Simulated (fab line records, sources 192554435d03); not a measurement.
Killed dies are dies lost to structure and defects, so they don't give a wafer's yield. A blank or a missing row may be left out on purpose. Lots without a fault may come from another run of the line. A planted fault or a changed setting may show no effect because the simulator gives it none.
Problem report in the 8D (eight disciplines) form, filled by code | flow n5_finfet | the parts of the form that need people (team, actions taken, sign-off) are left out

1. THE PROBLEM
CHAIN_V0 at N5_BEOL_M4_RC_MEAS_101 reads a mean of 292 ohm/link on 4 wafers of 2 lots; wafers without a fault read 239 ohm/link with a standard deviation of 10. That is +5.3 standard deviations from the usual mean.
First seen on wafer L345.2, day 11 02:45, on prober-01. The record holds 27 wafers of 9 lots with a number at this step. Rule for "out", or "out of limits": more than 4 standard deviations from the usual mean. The other wafers with a number count as sound.

2. WHAT IT IS AND WHAT IT IS NOT
question                     | is                             | is not
which readings at this step  | CHAIN_V0                       | IOFF_N, IOFF_P, SS_N, VT_P
which lots                   | L345, L346                     | L334, L337, L349, L352, L353, L354, L356
which wafers of those lots   | L345.2, L345.4, L346.1, L346.2 | L345.3, L346.3
read on which gauges         | prober-01                      | prober-02
when                         | from day 11 02:45              | up to then (7 sound wafers); but 16 sound wafers of L346, L349, L352, L353, L354, L356 came after
where on the wafer (9 sites) | all sites                      | -

3. SUSPECTS, AND WHAT RULES EACH OUT
Counting: a tool at a process step up to the reading stays a suspect if it ran every lot that is out. Sound lots after the first of them don't rule it out here, since some wafers of a struck lot are sound.
- the gauge at N5_BEOL_M4_RC_MEAS_101: kept. All the wafers that are out were read on prober-01, and no step on other tools shows them out.
- rie_diel-06 at N5_BEOL_M1_ETCH_77 (etches underlayer in N2/H2, target depth 6.5 nm, time 5.2 s): kept. It ran every lot that is out, first L345 (day 9 01:31).
- ald_sin-03 at N5_BEOL_M1_ALD_98 (deposits SiO2, target thk 2.5 nm, pulse time 1 s, co reactant pulse time 1 s): kept. It ran every lot that is out, first L345 (day 9 01:37); its last sound lot up to then is L334 (day 6 01:47).
- Within ald_sin-03 at N5_BEOL_M1_ALD_98: the wafers that are out ran in chambers 0, 2; their sound lot-mates ran in chamber 1.
Left after counting: rie_diel-06 at N5_BEOL_M1_ETCH_77, ald_sin-03 at N5_BEOL_M1_ALD_98, prober-01 at N5_BEOL_M4_RC_MEAS_101.

4. THE CAUSE (what the simulator had put in)
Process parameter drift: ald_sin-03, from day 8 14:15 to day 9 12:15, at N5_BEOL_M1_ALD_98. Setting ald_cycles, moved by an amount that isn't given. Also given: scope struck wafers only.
Counting left 3 suspects, and this tool is among them.

5. THE CHAIN OF EFFECTS, in route order
Each row: a reading whose mean over the struck wafers that have a number lies more than 3 standard deviations from the usual. Only readings for which the record gives a usual standard deviation are gone through. hours: the time from each lot's start at the first step in this table that gives one to its start at this step, as a median over the lots. sigmas: the change in usual standard deviations.
hours | step                    | reading              | usual        | on struck wafers | change | sigmas
0     | N5_BEOL_M4_RC_MEAS_101  | CHAIN_V0             | 239 ohm/link | 292              | +53    | +5.3
0     | N5_BEOL_M4_RC_MEAS_101  | CHAIN_V0_max_site    | 248 ohm/link | 302              | +54    | +4.5
140   | N5_PASSIVATION_PROBE_49 | defect_limited_yield | 91.5 %       | 84.3             | -7.2   | -4.8
140   | N5_PASSIVATION_PROBE_49 | killed_at_M0_to_M3   | 33           | 115              | +82    | +8.2
140   | N5_PASSIVATION_PROBE_49 | killed_dies          | 101          | 186              | +84    | +4.7
140   | N5_PASSIVATION_PROBE_49 | sort_bin_5_function  | 5.0 %        | 12.2             | +7.2   | +7.2
140   | N5_PASSIVATION_PROBE_49 | sort_n_pass          | 1079         | 994              | -84    | -4.7
140   | N5_PASSIVATION_PROBE_49 | sort_yield_pct       | 91.5 %       | 84.3             | -7.2   | -4.8
The process steps in it:
- N5_PASSIVATION_PROBE_49

6. WHAT WOULD HAVE CAUGHT IT SOONER
In this record the first reading out of limits at a measuring or inspecting step was taken at day 11 02:45, 60 hours after the fault began at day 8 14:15.
Of the tool readings at N5_BEOL_M1_ALD_98 for which the record gives a usual standard deviation, none was out on any struck wafer, so an alarm limit of 4 standard deviations on them would not have fired.
All the lots that are out (2) had begun N5_BEOL_M1_ALD_98 on ald_sin-03 by day 11 02:45. A hold on the tool at that time would have spared none of them.
